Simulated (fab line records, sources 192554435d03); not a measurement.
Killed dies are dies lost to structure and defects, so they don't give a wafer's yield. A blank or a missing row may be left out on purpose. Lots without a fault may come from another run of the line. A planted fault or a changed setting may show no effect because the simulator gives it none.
Chamber matching | flow n5_finfet | N5_BEOL_M11_CMP_52 on cmp-04: 4 sister chambers
The step polishes, stops on SiCOH lowk, t overpolish 7 s, target thk 140 nm. 8 wafers are shown with their chamber, then 8 later ones without.

WAFERS WITH THEIR CHAMBER
wafer  | chamber | motor_current_A (A) | barrier_field_endpoint_s (s)
L150.6 | 1       | 5.2                 | 28.9
L148.5 | 0       | 5.5                 | 29.2
L151.3 | 0       | 5.4                 | 28.0
L151.4 | 2       | 6.2                 | 29.7
L154.3 | 1       | 5.4                 | 29.0
L154.4 | 3       | 6.7                 | 29.9
L154.6 | 3       | 6.5                 | 30.4
L158.2 | 2       | 5.9                 | 28.8

WAFERS WITHOUT THEIR CHAMBER
wafer  | motor_current_A (A) | barrier_field_endpoint_s (s)
L158.3 | 5.2                 | 27.8
L158.4 | 6.6                 | 28.8
L160.1 | 6.7                 | 28.2
L160.2 | 5.6                 | 27.1
L160.6 | 6.0                 | 28.3
L171.3 | 5.5                 | 29.1
L171.5 | 5.6                 | 28.9
L171.6 | 6.4                 | 28.6

WHICH CHAMBER EACH WENT THROUGH
wafer  | from the rows above          | in truth
L158.3 | can't be placed: 1 or 0      | 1
L158.4 | can't be placed: 3 or 2      | 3
L160.1 | can't be placed: 3 or 2      | 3
L160.2 | can't be placed: 0 or 1      | 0
L160.6 | can't be placed: 2 or 0      | 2
L171.3 | can't be placed: 0 or 1      | 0
L171.5 | can't be placed: 0 or 1 or 2 | 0
L171.6 | can't be placed: 2 or 3      | 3
Placed correctly: 0 of 8. Can't be placed from these rows: 8 (the true chamber is among the candidates in 8). Placed wrongly: 0.
How it was worked out, from the rows above alone: a wafer's distance from a chamber is the root of the sum, over the readings, of the square of ((its reading less the chamber's mean) divided by the reading's scatter). The wafer belongs to the nearest chamber; if the next one is less than 2 further off, it can't be placed. A chamber's mean is the mean of its shown wafers. The scatter: the root of (the sum of the squares of (reading less its chamber's mean) over the shown wafers, divided by (wafers less chambers)).
